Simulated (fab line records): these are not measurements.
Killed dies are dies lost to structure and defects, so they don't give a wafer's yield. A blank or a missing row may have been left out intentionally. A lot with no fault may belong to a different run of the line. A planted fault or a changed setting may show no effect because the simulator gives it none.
Matching of chambers / flow n5_finfet / rie_diel-06 running N5_BEOL_M3_ETCH_64: 4 sister chambers
The step etches SOC in N2/H2, target depth 75 nm, overetch 15 nm, time 112.5 s. 8 wafers are shown with their chamber, then 7 later ones without.

EACH WAFER AND ITS CHAMBER
wafer=L997.5; chamber=3; showerhead_plenum_p_Torr (Torr)=2.41; oes_product_au (a.u.)=0.55
wafer=L100.5; chamber=2; showerhead_plenum_p_Torr (Torr)=2.57; oes_product_au (a.u.)=0.64
wafer=L100.6; chamber=1; showerhead_plenum_p_Torr (Torr)=2.50; oes_product_au (a.u.)=0.75
wafer=L101.1; chamber=2; showerhead_plenum_p_Torr (Torr)=2.57; oes_product_au (a.u.)=0.63
wafer=L101.3; chamber=0; showerhead_plenum_p_Torr (Torr)=2.65; oes_product_au (a.u.)=0.61
wafer=L101.4; chamber=1; showerhead_plenum_p_Torr (Torr)=2.50; oes_product_au (a.u.)=0.74
wafer=L103.1; chamber=3; showerhead_plenum_p_Torr (Torr)=2.40; oes_product_au (a.u.)=0.54
wafer=L103.2; chamber=0; showerhead_plenum_p_Torr (Torr)=2.65; oes_product_au (a.u.)=0.61

WAFERS WHOSE CHAMBER IS MISSING
wafer=L103.4; showerhead_plenum_p_Torr (Torr)=2.56; oes_product_au (a.u.)=0.64
wafer=L109.2; showerhead_plenum_p_Torr (Torr)=2.64; oes_product_au (a.u.)=0.59
wafer=L109.4; showerhead_plenum_p_Torr (Torr)=2.55; oes_product_au (a.u.)=0.62
wafer=L109.6; showerhead_plenum_p_Torr (Torr)=2.64; oes_product_au (a.u.)=0.59
wafer=L118.3; showerhead_plenum_p_Torr (Torr)=2.63; oes_product_au (a.u.)=0.59
wafer=L118.4; showerhead_plenum_p_Torr (Torr)=2.55; oes_product_au (a.u.)=0.61
wafer=L118.6; showerhead_plenum_p_Torr (Torr)=2.55; oes_product_au (a.u.)=0.60

THE CHAMBER EACH PASSED THROUGH
wafer=L103.4; from the rows above=2; in truth=2
wafer=L109.2; from the rows above=0; in truth=0
wafer=L109.4; from the rows above=2; in truth=2
wafer=L109.6; from the rows above=0; in truth=0
wafer=L118.3; from the rows above=0; in truth=0
wafer=L118.4; from the rows above=2; in truth=2
wafer=L118.6; from the rows above=2; in truth=2
7 of 7 placed correctly. Number that these rows cannot place: 0. Number placed wrongly: 0.
How it was worked out, from the rows above alone: a wafer's distance from a chamber is the root of the sum, over the readings, of the square of ((its reading less the chamber's mean) divided by the reading's scatter). If the next closest chamber is less than 2 further off than the closest, the wafer can't be placed; otherwise it belongs to the closest. For every chamber, the mean is computed from those of its wafers that are shown. The scatter: take each reading less its chamber's mean, square it, sum over the shown wafers, divide by the number of wafers less the number of chambers, and take the root.
